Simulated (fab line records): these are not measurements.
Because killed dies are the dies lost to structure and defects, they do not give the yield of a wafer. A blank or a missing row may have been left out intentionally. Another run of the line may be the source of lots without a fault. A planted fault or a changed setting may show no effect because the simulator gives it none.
The tool behind it: which one? | flow nand_harc | 69 wafers from 23 lots sampled at 6 of the route's 1302 steps

== WHAT EACH GAUGE READ, for each wafer ==
The record lacks any reading of a measuring or inspecting step that a usual standard deviation could be used to judge.

== EACH LOT AND THE TOOL THAT RAN IT (in order: tool; ch and the chambers of the sampled wafers; start) ==
lot  | NHARC_A_STAIRCASE_ETCH_169         | NHARC_A_STAIRCASE_ETCH_21                     | NHARC_A_STAIRCASE_DESCUM_186       | NHARC_A_STAIRCASE_TRIM_189     | NHARC_A_STAIRCASE_ETCH_201     | NHARC_A_STAIRCASE_TRIM_222
L074 | rie_diel-11 ch 1,3, day 15 18:23   | rie_diel-07 ch 1,3, day 16 00:29 or earlier   | rie_diel-07 ch 0,2,3, day 16 00:29 | rie_diel-07 ch 1,3, no start   | rie_diel-07 ch 0,2,3, no start | rie_diel-10 ch 0,2, no start
L075 | rie_diel-07 ch 0,2,3, day 15 18:32 | rie_diel-10 ch 0,3, day 16 00:39 or earlier   | rie_diel-11 ch 0,2,3, day 16 00:39 | rie_diel-11 ch 2,3, no start   | rie_diel-11 ch 0,1,2, no start | rie_diel-10 ch 0,2, no start
L076 | rie_diel-10 ch 2,3, day 15 22:51   | rie_diel-10 ch 0,2,3, day 16 04:59 or earlier | rie_diel-07 ch 0,1,3, day 16 04:59 | rie_diel-07 ch 0,1, no start   | rie_diel-07 ch 0,3, no start   | rie_diel-07 ch 0,2,3, no start
L077 | rie_diel-11 ch 2,3, day 17 05:09   | rie_diel-10 ch 1,3, day 17 10:28 or earlier   | rie_diel-10 ch 0,2, day 17 10:28   | rie_diel-10 ch 1,2,3, no start | rie_diel-11 ch 0,3, no start   | rie_diel-07 ch 0,1, no start
L078 | rie_diel-10 ch 1,2, day 17 09:44   | rie_diel-07 ch 1,3, day 17 15:07 or earlier   | rie_diel-07 ch 1,2,3, day 17 15:07 | rie_diel-07 ch 0,1, no start   | rie_diel-11 ch 0,1, no start   | rie_diel-10 ch 1,2,3, no start
L079 | rie_diel-07 ch 1,2,3, day 17 09:55 | rie_diel-10 ch 0,1,2, day 17 19:17 or earlier | rie_diel-10 ch 0,1, day 17 19:17   | rie_diel-10 ch 1,2, no start   | rie_diel-10 ch 0,1,2, no start | rie_diel-07 ch 1,2, no start
L080 | rie_diel-07 ch 0,1,3, day 18 06:13 | rie_diel-11 ch 1,2, day 18 11:38 or earlier   | rie_diel-10 ch 0,1, day 18 11:38   | rie_diel-10 ch 0,1,3, no start | rie_diel-10 ch 2,3, no start   | rie_diel-11 ch 0,2,3, no start
L081 | rie_diel-07 ch 0,1,3, day 18 20:20 | rie_diel-07 ch 0,1,2, day 19 05:13 or earlier | rie_diel-07 ch 0,1, day 19 05:13   | rie_diel-07 ch 1,2, no start   | rie_diel-07 ch 1,3, no start   | rie_diel-10 ch 1,2,3, no start
L082 | rie_diel-11 ch 1,2, day 18 20:31   | rie_diel-07 ch 0,1,3, day 19 04:46 or earlier | rie_diel-07 ch 1,2, day 19 04:46   | rie_diel-07 ch 0,1,3, no start | rie_diel-10 ch 0,1,3, no start | rie_diel-10 ch 0,1,3, no start
L084 | rie_diel-10 ch 1,2,3, day 19 10:53 | rie_diel-10 ch 1,2,3, day 19 16:38 or earlier | rie_diel-07 ch 2,3, day 19 16:38   | rie_diel-07 ch 2,3, no start   | rie_diel-10 ch 0,3, no start   | rie_diel-10 ch 1,3, no start
L083 | rie_diel-10 ch 0,2,3, day 19 11:07 | rie_diel-07 ch 0,2,3, day 19 16:48 or earlier | rie_diel-10 ch 0,1,2, day 19 16:48 | rie_diel-10 ch 0,1,2, no start | rie_diel-11 ch 0,1,2, no start | rie_diel-11 ch 1,2,3, no start
L085 | rie_diel-10 ch 0,1,3, day 19 23:16 | rie_diel-07 ch 0,3, day 20 05:46 or earlier   | rie_diel-11 ch 1,2, day 20 05:46   | rie_diel-11 ch 0,2,3, no start | rie_diel-07 ch 0,1,2, no start | rie_diel-10 ch 0,1, no start
L086 | rie_diel-07 ch 0,2,3, day 20 07:14 | rie_diel-10 ch 1,2, day 20 12:34 or earlier   | rie_diel-11 ch 1,2,3, day 20 12:34 | rie_diel-11 ch 1,2,3, no start | rie_diel-11 ch 0,3, no start   | rie_diel-10 ch 1,2, no start
L087 | rie_diel-07 ch 0,1,3, day 21 10:41 | rie_diel-11 ch 2,3, day 21 16:38 or earlier   | rie_diel-10 ch 0,1,2, day 21 16:38 | rie_diel-10 ch 0,1,3, no start | rie_diel-07 ch 0,2,3, no start | rie_diel-10 ch 0,2, no start
L088 | rie_diel-11 ch 0,1,2, day 21 10:52 | rie_diel-10 ch 1,2,3, day 21 16:29 or earlier | rie_diel-11 ch 1,2,3, day 21 16:29 | rie_diel-11 ch 0,1,3, no start | rie_diel-11 ch 0,2,3, no start | rie_diel-11 ch 0,2, no start
L089 | rie_diel-11 ch 0,1,3, day 21 19:14 | rie_diel-11 ch 0,1,2, day 22 00:40 or earlier | rie_diel-07 ch 0,1,2, day 22 00:40 | rie_diel-07 ch 0,1,2, no start | rie_diel-07 ch 0,2,3, no start | rie_diel-10 ch 0,1,2, no start
L091 | rie_diel-10 ch 0,1,3, day 22 21:22 | rie_diel-10 ch 0,1,2, day 23 03:19 or earlier | rie_diel-07 ch 0,1,3, day 23 03:19 | rie_diel-07 ch 0,2, no start   | rie_diel-11 ch 2,3, no start   | rie_diel-07 ch 0,2, no start
L093 | rie_diel-10 ch 0,1,2, day 23 03:19 | rie_diel-11 ch 0,1,2, day 23 09:56 or earlier | rie_diel-11 ch 1,2,3, day 23 09:56 | rie_diel-11 ch 0,3, no start   | rie_diel-10 ch 0,3, no start   | rie_diel-07 ch 0,1, no start
L092 | rie_diel-10 ch 2,3, day 23 03:30   | rie_diel-10 ch 2,3, day 23 08:49 or earlier   | rie_diel-10 ch 1,2, day 23 08:49   | rie_diel-10 ch 0,1,3, no start | rie_diel-07 ch 2,3, no start   | rie_diel-07 ch 0,1,2, no start
L094 | rie_diel-11 ch 0,1,2, day 23 13:20 | rie_diel-10 ch 0,2, day 23 20:15 or earlier   | rie_diel-10 ch 1,2,3, day 23 20:15 | rie_diel-10 ch 0,2,3, no start | rie_diel-11 ch 0,2, no start   | rie_diel-07 ch 0,1,2, no start
L095 | rie_diel-10 ch 0,3, day 24 08:09   | rie_diel-11 ch 1,2,3, day 24 13:35 or earlier | rie_diel-11 ch 0,3, day 24 13:35   | rie_diel-11 ch 1,2,3, no start | rie_diel-10 ch 1,3, no start   | rie_diel-11 ch 1,2,3, no start
L096 | rie_diel-11 ch 0,1,3, day 24 15:16 | rie_diel-11 ch 0,2,3, day 24 20:56 or earlier | rie_diel-11 ch 1,2,3, day 24 20:56 | rie_diel-11 ch 1,2,3, no start | rie_diel-07 ch 0,3, no start   | rie_diel-11 ch 0,3, no start
L097 | rie_diel-11 ch 0,2, day 24 22:19   | rie_diel-10 ch 1,3, day 25 03:42 or earlier   | rie_diel-11 ch 0,1, day 25 03:42   | rie_diel-11 ch 0,2,3, no start | rie_diel-07 ch 0,2,3, no start | rie_diel-10 ch 1,3, no start
- NHARC_A_STAIRCASE_ETCH_169: etches the open film in CH3F/O2, target depth 50 nm, time 107.1 s.
- NHARC_A_STAIRCASE_ETCH_21: etches the open film in C4F8/O2, target depth 100 nm, time 40.5 s.
- NHARC_A_STAIRCASE_DESCUM_186: chemistry O2, time 3 s.
- NHARC_A_STAIRCASE_TRIM_189: chemistry O2, time 211.2 s.
- NHARC_A_STAIRCASE_ETCH_201: etches the open film in C4F8/O2, target depth 100 nm, time 40.5 s.
- NHARC_A_STAIRCASE_TRIM_222: chemistry O2, time 211.2 s.

== AS READ BY THE TOOLS THEMSELVES (means over the sampled wafers that have a number; for cases with no such wafer, the mark the record gives instead) ==
NHARC_A_STAIRCASE_ETCH_169.
lot  | tool        | drypump_motor_current_A (A) | oes_product_au (a.u.) | rf_vpp_V (V) | showerhead_plenum_p_Torr (Torr) | throttle_valve_pct (%)
L074 | rie_diel-11 | 6.4                         | 0.974                 | 245.3        | 2.52                            | 20.662
L075 | rie_diel-07 | 5.6                         | 0.977                 | 243.4        | 2.38                            | 20.664
L076 | rie_diel-10 | 5.9                         | 0.949                 | 243.2        | 2.43                            | 20.667
L077 | rie_diel-11 | 6.0                         | 0.932                 | 244.7        | 2.47                            | 20.656
L078 | rie_diel-10 | 5.7                         | 0.984                 | 241.8        | 2.33                            | 20.654
L079 | rie_diel-07 | 6.0                         | 0.967                 | 243.8        | 2.40                            | 20.661
L080 | rie_diel-07 | 5.8                         | 0.963                 | 243.7        | 2.43                            | 20.664
L081 | rie_diel-07 | 5.8                         | 0.973                 | 243.8        | 2.43                            | 20.663
L082 | rie_diel-11 | 5.8                         | 0.962                 | 243.4        | 2.41                            | 20.667
L084 | rie_diel-10 | 5.9                         | 0.933                 | 244.6        | 2.51                            | 20.662
L083 | rie_diel-10 | 6.0                         | 0.941                 | 245.5        | 2.53                            | 20.659
L085 | rie_diel-10 | 6.1                         | 0.970                 | 244.5        | 2.44                            | 20.668
L086 | rie_diel-07 | 5.6                         | 0.960                 | 242.9        | 2.37                            | 20.660
L087 | rie_diel-07 | 5.8                         | 0.968                 | 243.8        | 2.42                            | 20.668
L088 | rie_diel-11 | 5.7                         | 0.979                 | 245.1        | 2.48                            | 20.666
L089 | rie_diel-11 | 6.0                         | 0.983                 | 245.6        | 2.54                            | 20.663
L091 | rie_diel-10 | 6.2                         | 0.979                 | 243.4        | 2.43                            | 20.654
L093 | rie_diel-10 | 6.0                         | 0.978                 | 244.7        | 2.48                            | 20.665
L092 | rie_diel-10 | 5.9                         | 0.951                 | 245.9        | 2.53                            | 20.658
L094 | rie_diel-11 | 5.7                         | 0.976                 | 245.5        | 2.48                            | 20.658
L095 | rie_diel-10 | 6.2                         | 0.971                 | 244.0        | 2.45                            | 20.657
L096 | rie_diel-11 | 6.0                         | 0.966                 | 244.7        | 2.53                            | 20.663
L097 | rie_diel-11 | 5.5                         | 0.977                 | 243.8        | 2.42                            | 20.672

NHARC_A_STAIRCASE_ETCH_21.
lot  | tool        | oes_product_au (a.u.) | rf_vpp_V (V)
L074 | rie_diel-07 | 0.949                 | 895
L075 | rie_diel-10 | 0.951                 | 898
L076 | rie_diel-10 | 0.948                 | 894
L077 | rie_diel-10 | 0.964                 | 895
L078 | rie_diel-07 | 0.939                 | 896
L079 | rie_diel-10 | 0.940                 | 892
L080 | rie_diel-11 | 0.944                 | 894
L081 | rie_diel-07 | 0.939                 | 892
L082 | rie_diel-07 | 0.939                 | 894
L084 | rie_diel-10 | 0.955                 | 898
L083 | rie_diel-07 | 0.966                 | 891
L085 | rie_diel-07 | 0.957                 | 893
L086 | rie_diel-10 | 0.980                 | 901
L087 | rie_diel-11 | 0.945                 | 895
L088 | rie_diel-10 | 0.954                 | 898
L089 | rie_diel-11 | 0.959                 | 897
L091 | rie_diel-10 | 0.945                 | 896
L093 | rie_diel-11 | 0.980                 | 897
L092 | rie_diel-10 | 0.961                 | 900
L094 | rie_diel-10 | 0.961                 | 898
L095 | rie_diel-11 | 0.950                 | 895
L096 | rie_diel-11 | 0.958                 | 897
L097 | rie_diel-10 | 0.947                 | 894

NHARC_A_STAIRCASE_DESCUM_186.
lot  | tool        | drypump_motor_current_A (A) | oes_product_au (a.u.) | rf_vpp_V (V) | showerhead_plenum_p_Torr (Torr) | throttle_valve_pct (%)
L074 | rie_diel-07 | 5.6                         | 1.004                 | 58.0         | 1.85                            | 11.309
L075 | rie_diel-11 | 5.7                         | 0.999                 | 58.0         | 1.95                            | 11.309
L076 | rie_diel-07 | 5.8                         | 0.999                 | 57.4         | 1.89                            | 11.310
L077 | rie_diel-10 | 5.8                         | 1.015                 | 57.3         | 1.82                            | 11.320
L078 | rie_diel-07 | 6.0                         | 1.002                 | 57.2         | 1.86                            | 11.318
L079 | rie_diel-10 | 6.2                         | 0.989                 | 57.8         | 1.87                            | 11.304
L080 | rie_diel-10 | 6.2                         | 0.992                 | 58.1         | 1.88                            | 11.310
L081 | rie_diel-07 | 5.5                         | 0.999                 | 57.6         | 1.89                            | 11.306
L082 | rie_diel-07 | 6.0                         | 0.993                 | 57.1         | 1.83                            | 11.307
L084 | rie_diel-07 | 5.9                         | 0.998                 | 56.6         | 1.81                            | 11.311
L083 | rie_diel-10 | 6.0                         | 1.012                 | 57.6         | 1.94                            | 11.312
L085 | rie_diel-11 | 6.1                         | 1.025                 | 57.5         | 1.91                            | 11.314
L086 | rie_diel-11 | 6.1                         | 1.011                 | 57.3         | 1.91                            | 11.307
L087 | rie_diel-10 | 6.0                         | 1.011                 | 58.2         | 1.93                            | 11.314
L088 | rie_diel-11 | 6.1                         | 1.007                 | 57.5         | 1.91                            | 11.313
L089 | rie_diel-07 | 5.7                         | 0.991                 | 56.6         | 1.85                            | 11.311
L091 | rie_diel-07 | 5.8                         | 1.003                 | 58.1         | 1.88                            | 11.319
L093 | rie_diel-11 | 6.1                         | 1.011                 | 58.1         | 1.91                            | 11.307
L092 | rie_diel-10 | 5.9                         | 1.009                 | 57.5         | 1.92                            | 11.304
L094 | rie_diel-10 | 5.9                         | 1.012                 | 57.6         | 1.95                            | 11.313
L095 | rie_diel-11 | 6.0                         | 1.002                 | 58.9         | 1.97                            | 11.314
L096 | rie_diel-11 | 6.1                         | 1.005                 | 58.3         | 1.90                            | 11.315
L097 | rie_diel-11 | 5.6                         | 1.010                 | 58.4         | 1.99                            | 11.311

NHARC_A_STAIRCASE_TRIM_189.
lot  | tool        | drypump_motor_current_A (A) | oes_product_au (a.u.) | rf_vpp_V (V) | showerhead_plenum_p_Torr (Torr) | throttle_valve_pct (%)
L074 | rie_diel-07 | 6.1                         | 0.998                 | 56.7         | 3.50                            | 17.040
L075 | rie_diel-11 | 5.8                         | 0.989                 | 57.1         | 3.48                            | 17.043
L076 | rie_diel-07 | 5.5                         | 1.001                 | 58.3         | 3.50                            | 17.028
L077 | rie_diel-10 | 5.9                         | 0.998                 | 57.4         | 3.43                            | 17.039
L078 | rie_diel-07 | 5.5                         | 0.997                 | 57.7         | 3.49                            | 17.033
L079 | rie_diel-10 | 5.9                         | 0.995                 | 57.1         | 3.39                            | 17.029
L080 | rie_diel-10 | 6.2                         | 0.998                 | 58.0         | 3.50                            | 17.034
L081 | rie_diel-07 | 6.1                         | 0.990                 | 57.9         | 3.46                            | 17.034
L082 | rie_diel-07 | 5.8                         | 1.003                 | 57.6         | 3.49                            | 17.040
L084 | rie_diel-07 | 5.9                         | 0.997                 | 57.5         | 3.36                            | 17.038
L083 | rie_diel-10 | 6.0                         | 1.013                 | 58.2         | 3.57                            | 17.039
L085 | rie_diel-11 | 5.7                         | 1.003                 | 57.7         | 3.57                            | 17.030
L086 | rie_diel-11 | 6.1                         | 1.013                 | 58.1         | 3.53                            | 17.037
L087 | rie_diel-10 | 6.2                         | 1.005                 | 57.6         | 3.48                            | 17.038
L088 | rie_diel-11 | 6.0                         | 1.011                 | 58.4         | 3.64                            | 17.035
L089 | rie_diel-07 | 5.7                         | 0.989                 | 58.1         | 3.42                            | 17.035
L091 | rie_diel-07 | 5.3                         | 0.997                 | 57.8         | 3.39                            | 17.041
L093 | rie_diel-11 | 5.6                         | 1.007                 | 57.9         | 3.68                            | 17.026
L092 | rie_diel-10 | 6.2                         | 1.011                 | 56.6         | 3.48                            | 17.035
L094 | rie_diel-10 | 6.0                         | 1.017                 | 57.9         | 3.60                            | 17.033
L095 | rie_diel-11 | 6.1                         | 1.013                 | 58.5         | 3.51                            | 17.037
L096 | rie_diel-11 | 6.1                         | 1.006                 | 57.5         | 3.51                            | 17.040
L097 | rie_diel-11 | 5.7                         | 0.997                 | 57.4         | 3.55                            | 17.033

NHARC_A_STAIRCASE_ETCH_201.
lot  | tool        | oes_product_au (a.u.) | rf_vpp_V (V)
L074 | rie_diel-07 | 0.947                 | 892
L075 | rie_diel-11 | 0.948                 | 899
L076 | rie_diel-07 | 0.944                 | 894
L077 | rie_diel-11 | 0.934                 | 903
L078 | rie_diel-11 | 0.942                 | 902
L079 | rie_diel-10 | 0.952                 | 890
L080 | rie_diel-10 | 0.947                 | 890
L081 | rie_diel-07 | 0.951                 | 895
L082 | rie_diel-10 | 0.961                 | 895
L084 | rie_diel-10 | 0.955                 | 896
L083 | rie_diel-11 | 0.956                 | 896
L085 | rie_diel-07 | 0.942                 | 893
L086 | rie_diel-11 | 0.945                 | 900
L087 | rie_diel-07 | 0.941                 | 891
L088 | rie_diel-11 | 0.954                 | 898
L089 | rie_diel-07 | 0.933                 | 892
L091 | rie_diel-11 | 0.952                 | 893
L093 | rie_diel-10 | 0.953                 | 896
L092 | rie_diel-07 | 0.945                 | 889
L094 | rie_diel-11 | 0.956                 | 893
L095 | rie_diel-10 | 0.958                 | 895
L096 | rie_diel-07 | 0.941                 | 893
L097 | rie_diel-07 | 0.930                 | 891

NHARC_A_STAIRCASE_TRIM_222.
lot  | tool        | drypump_motor_current_A (A) | oes_product_au (a.u.) | rf_vpp_V (V) | showerhead_plenum_p_Torr (Torr) | throttle_valve_pct (%)
L074 | rie_diel-10 | 5.8                         | 1.009                 | 57.0         | 3.37                            | 17.030
L075 | rie_diel-10 | 6.0                         | 1.006                 | 57.8         | 3.43                            | 17.042
L076 | rie_diel-07 | 5.6                         | 1.004                 | 58.0         | 3.42                            | 17.041
L077 | rie_diel-07 | 5.5                         | 1.001                 | 58.3         | 3.49                            | 17.026
L078 | rie_diel-10 | 5.9                         | 0.996                 | 57.4         | 3.43                            | 17.037
L079 | rie_diel-07 | 6.0                         | 0.991                 | 57.5         | 3.39                            | 17.037
L080 | rie_diel-11 | 5.7                         | 1.007                 | 57.8         | 3.58                            | 17.035
L081 | rie_diel-10 | 5.9                         | 1.016                 | 57.7         | 3.61                            | 17.043
L082 | rie_diel-10 | 6.2                         | 1.010                 | 57.4         | 3.50                            | 17.034
L084 | rie_diel-10 | 6.2                         | 1.001                 | 57.9         | 3.52                            | 17.035
L083 | rie_diel-11 | 6.1                         | 1.006                 | 58.3         | 3.53                            | 17.039
L085 | rie_diel-10 | 6.2                         | 1.007                 | 56.9         | 3.46                            | 17.037
L086 | rie_diel-10 | 5.9                         | 1.006                 | 57.4         | 3.55                            | 17.029
L087 | rie_diel-10 | 5.8                         | 1.021                 | 58.4         | 3.69                            | 17.034
L088 | rie_diel-11 | 5.4                         | 1.012                 | 58.5         | 3.61                            | 17.031
L089 | rie_diel-10 | 6.0                         | 1.010                 | 58.0         | 3.56                            | 17.047
L091 | rie_diel-07 | 5.6                         | 1.002                 | 57.3         | 3.34                            | 17.042
L093 | rie_diel-07 | 5.5                         | 0.997                 | 57.6         | 3.47                            | 17.041
L092 | rie_diel-07 | 5.7                         | 1.003                 | 57.5         | 3.42                            | 17.033
L094 | rie_diel-07 | 5.7                         | 0.993                 | 58.3         | 3.42                            | 17.041
L095 | rie_diel-11 | 6.1                         | 0.993                 | 57.4         | 3.51                            | 17.018
L096 | rie_diel-11 | 5.6                         | 1.003                 | 57.3         | 3.67                            | 17.035
L097 | rie_diel-10 | 6.1                         | 1.007                 | 56.6         | 3.45                            | 17.039

== THE ANSWER, worked out from the rows above alone ==
Rule: usual is defined by the lots themselves. Put in order of their means at a reading, lots are off if they are a third of the lots or fewer, leave a main group of 4 or more, and stand apart from it by a gap of 3 or more times the standard deviation of the main group's means; of several such gaps the widest counts. The tables above print the reading to a certain number of digits; a main group whose means all agree to those digits is not used. Also off: a lot with no number at a reading for which 4 or more lots have one. All remaining lots with rows at the step are treated as sound. First the gauges in route order, then the tools' own readings, where a lot's mean is used as printed above. The first step at which some lot is off is used, and at that step the reading that is off furthest; a lot without a number counts as furthest.
No lot is off at any reading shown: from this, nothing can be told.

== WHAT HAD BEEN PUT IN BY THE SIMULATOR ==
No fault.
